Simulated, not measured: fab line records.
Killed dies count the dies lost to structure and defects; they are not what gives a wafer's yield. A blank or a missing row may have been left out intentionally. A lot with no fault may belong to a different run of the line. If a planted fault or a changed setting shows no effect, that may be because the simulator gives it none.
Split-lot study | flow n5 finfet | 7 lots, 21 wafers read, on a route of 1938 steps

== SPLIT DETAILS ==
At N5_BEOL_M2_ETCH_69 (etches SiARC in CF4, target depth 15.6 nm, time 26 s), the setting bias w was moved away from the recipe's 36 W on 6 of the 21 wafers read, by -11.4% to +8.8%. All remaining wafers had this setting at the recipe value.

The reading comes from the split's own step.

== THE READING ==
rf vpp V, in V, at N5_BEOL_M2_ETCH_69 (etches SiARC in CF4, target depth 15.6 nm, time 26 s). Typical for fault-free wafers on this fab line: 184.2 V, with standard deviation 0.97 V.

wafer  | tool, chamber at the split | bias w as run, W | against the recipe | rf vpp V, V | against lot-mates on the recipe
L075.1 | rie diel-06, 1             | 38.08            | +5.8%              | 190.5       | +6.2
L075.3 | rie diel-06, 2             | 36               | recipe             | 183.1       | -
L075.6 | rie diel-06, 1             | 36               | recipe             | 185.4       | -
L081.2 | rie diel-04, 3             | 36               | recipe             | 184.6       | -
L081.5 | rie diel-04, 0             | 36               | recipe             | 184.3       | -
L081.6 | rie diel-04, 1             | 36               | recipe             | 185.5       | -
L083.1 | rie diel-06, 2             | 32.71            | -9.1%              | 173.5       | no lot-mate on the recipe
L083.3 | rie diel-06, 3             | 32.71            | -9.1%              | 171.4       | no lot-mate on the recipe
L083.4 | rie diel-06, 0             | 32.71            | -9.1%              | 172.9       | no lot-mate on the recipe
L086.2 | rie diel-06, 1             | 36               | recipe             | 184.7       | -
L086.4 | rie diel-06, 3             | 39.18            | +8.8%              | 192.0       | +7.7
L086.6 | rie diel-06, 2             | 36               | recipe             | 184.0       | -
L088.1 | rie diel-06, 2             | 36               | recipe             | 184.1       | -
L088.3 | rie diel-06, 0             | 31.9             | -11.4%             | 169.6       | -13.8
L088.6 | rie diel-06, 3             | 36               | recipe             | 182.6       | -
L093.1 | rie diel-06, 1             | 36               | recipe             | 185.1       | -
L093.2 | rie diel-06, 2             | 36               | recipe             | 184.9       | -
L093.4 | rie diel-06, 0             | 36               | recipe             | 182.6       | -
L095.2 | rie diel-04, 3             | 36               | recipe             | 184.4       | -
L095.4 | rie diel-04, 0             | 36               | recipe             | 185.2       | -
L095.6 | rie diel-04, 1             | 36               | recipe             | 183.8       | -

THE FIT
A straight line over all 21 wafers: rf vpp V changes by +1.19 V for each +1% of bias w; r = +0.98; the points scatter about the line by 1.1 V.
The same after taking each lot's own level away (the mean of its wafers on the recipe; 18 wafers): +1.08 V for each +1%; r = +0.97; scatter 0.96 V.
According to that fit, moving bias w by its largest amount changes the reading by 12 V.
Measured against the standard deviation above, the lots' own levels, which go from 183.35 to 184.80 V, span 1.5 times it.
So the lot-to-lot level changes the slope little: the two slopes agree.
Check: -10.5 V against its lot-mates is what the line predicts for one of the wafers moved furthest among these (-11.4%) when that wafer is left out of the fit. Against them it came out at -13.8 V.
Tool readings at the split's step, against how far the setting was moved: rf vpp V r = +0.98.

== OTHER SPLITS APPLIED TO THESE WAFERS ==
These wafers also went through other splits before the reading. Each is held against what the fit with the lots' levels taken away leaves over:
other split on the same wafers               | wafers away from the commonest value | r with rf vpp V (lot level and that fit taken away)
N5_GATE_CUT_DESCUM_18 time s                 | 12                                   | -0.38
N5_MOL_CONTACT_COAG_ETCH_105 bias w          | 6                                    | -0.13
N5_MOL_CONTACT_COAG_CONTACT_ETCH_14 source w | 8                                    | -0.36
N5_MOL_CONTACT_COAG_EXPOSE_37 dose mj        | 8                                    | -0.03
N5_MOL_CONTACT_COAG_ALD_133 ald cycles       | 4                                    | +0.00
N5_BEOL_M0_SAQP_MANDREL_ETCH_20 icp w        | 5                                    | +0.16
N5_BEOL_M1_VIA_ETCH_34 time s                | 5                                    | -0.13
N5_BEOL_M1_TRENCH_ETCH_37 source w           | 7                                    | +0.05

== THE FILE'S OWN FIT ==
rf vpp V changes by +1.08 V for each +1% of bias w, r = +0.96.
